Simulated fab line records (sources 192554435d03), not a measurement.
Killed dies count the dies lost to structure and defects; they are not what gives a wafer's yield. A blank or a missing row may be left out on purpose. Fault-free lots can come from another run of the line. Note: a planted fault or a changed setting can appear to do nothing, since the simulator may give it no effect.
Struck lot and sound lot, side by side :: flow n5-finfet :: 36 steps out of a route of 1938
Sound: wafers L836.2, L836.4, L836.6. The struck wafers were L842.1, L842.3, L842.6. The cause is given at the end.
Order at every step that has rows: each side's tool, ch and its chambers, its first start. Under that, the readings that differ: sound wafers :: struck wafers :: difference of the means :: sigmas: that difference in standard deviations of wafers without a fault.
alike: words and numbers the same on both sides, and readings whose means are apart by under 2 such deviations; not compared: readings that were withheld, readings missing a value for some wafer, numbers with overlapping values and no deviation given by the record, and bounds like >300 which may hide the same value.
The two part at a step that has a row with sigmas, a row that says differs or no value, or rows on one side only. Numbers that have no deviation but don't overlap get no sigmas and don't part them. A reading that every wafer of one side lacks parts them only if that side has two wafers or more.

first, 9 steps without rows for these wafers: N5_WELL_APT_HMDS_18 (time 60 s); N5_WELL_APT_COAT_19 (resist thk 950 nm); N5_WELL_APT_EBR_21; N5_WELL_APT_SOFTBAKE_20 (time 60 s); N5_WELL_APT_EXPOSE_22 (exposes mask PWELL, defocus 0 nm, target cd 200 nm); N5_WELL_APT_PEB_23 (peb time 90 s); N5_WELL_APT_DEVELOP_24 (develop time 45 s); N5_WELL_APT_HARDBAKE_29 (time 120 s); N5_WELL_APT_DESCUM_30 (chemistry O2, time 7.9 s).
N5_WELL_APT_IMPLANT_31:
  sound on implanter-02 ch 0, day 2 15:08; struck on implanter-02 ch 0, day 4 03:22
reading: dose-ions-cm2
sound: 1.501e+13 1.4994e+13 1.5008e+13
struck: 1.0041e+13 1.0065e+13 1.0056e+13
difference: -4.9500e+12
sigmas: -99 or more

reading: faraday-current-uA
sound: 183 186 193
struck: 131 124 125
difference: -61
sigmas: -16
  alike: beam-energy-keV, end-station-pressure-torr
then, 25 steps without rows for these wafers: N5_WELL_APT_IMPLANT_32; N5_WELL_APT_STRIP_33 (strips in SPM, time 900 s); N5_WELL_APT_RTA_34 (time 10 s); N5_WELL_APT_OXIDE_STRIP_42 (strips SiO2 in dHF, time 45 s, target depth 12 nm); N5_WELL_APT_PRECLEAN_36 (cleans in O3/DIW, time 45 s); N5_WELL_APT_PRECLEAN_39 (cleans in dHF, time 60 s); N5_WELL_APT_SRD_37 (time 30 s); N5_WELL_APT_EPI_41 (deposits Si from SiH4/H2, target thk 50 nm, time 297.7 s); N5_PMOS_HMC_CHANNEL_EPI_HM_DEP_34 (deposits SiO2 from TEOS/O2, target thk 36 nm, time 6.9 s); N5_PMOS_HMC_CHANNEL_EPI_COAT_31 (time 60 s, resist thk 66 nm); N5_PMOS_HMC_CHANNEL_EPI_COAT_03 (resist thk 205 nm); N5_PMOS_HMC_CHANNEL_EPI_EBR_05; N5_PMOS_HMC_CHANNEL_EPI_SOFTBAKE_04 (time 60 s); N5_PMOS_HMC_CHANNEL_EPI_EXPOSE_06 (exposes mask PMOS HMC BLK, target cd 240 nm); N5_PMOS_HMC_CHANNEL_EPI_PEB_07 (peb time 60 s); N5_PMOS_HMC_CHANNEL_EPI_DEVELOP_08 (develop time 30 s); N5_PMOS_HMC_CHANNEL_EPI_DESCUM_14 (chemistry O2, time 7.9 s); N5_PMOS_HMC_CHANNEL_EPI_ETCH_32 (etches BARC in N2/H2, stops on SiO2, target depth 85.8 nm, time 50.3 s); N5_PMOS_HMC_CHANNEL_EPI_HM_OPEN_15 (chemistry CHF3/O2, target SiO2, target depth 40.6 nm, time 20.3 s); N5_PMOS_HMC_CHANNEL_EPI_STRIP_33 (strips in N2/H2); N5_PMOS_HMC_CHANNEL_EPI_STRIP_17 (strips in SPM, time 750 s); N5_PMOS_HMC_CHANNEL_EPI_ETCH_38 (etches SiO2 in CF4, target depth 1.5 nm); N5_PMOS_HMC_CHANNEL_EPI_FIN_RECESS_16 (chemistry HBr/Cl2, target Si, target depth 54 nm, time 18 s); N5_PMOS_HMC_CHANNEL_EPI_PRECLEAN_36 (cleans in O3/DIW, time 45 s); N5_PMOS_HMC_CHANNEL_EPI_PRECLEAN_18 (cleans in DHF, time 30 s).
-- here the record skips 7 days between the struck wafers' starts before and after, leaving off in module PMOS_HMC_CHANNEL_EPI and picking up in module BEOL_M4 (first step shown: number 1111 of the route) --
N5_BEOL_M4_RC_MEAS_101:
  sound on prober-02 ch 0, day 8 20:44; struck on prober-01 ch 0, day 11 11:25
reading: RS_PWELL (ohm/sq)
sound: 3011 3041 3012
struck: 3813 3817 3831
difference: +799
sigmas: +35
  alike: DIBL_N, DIBL_P, IOFF_N, IOFF_P, ION_N, ION_P, SS_N, SS_P, VT_N, VT_P

WHERE THEY PART
First at N5_WELL_APT_IMPLANT_31; last, within this record, at N5_BEOL_M4_RC_MEAS_101.

WHY: the cause the simulator had injected
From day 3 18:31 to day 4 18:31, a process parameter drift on implanter-02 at N5_WELL_APT_IMPLANT_31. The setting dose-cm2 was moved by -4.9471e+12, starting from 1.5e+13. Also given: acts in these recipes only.
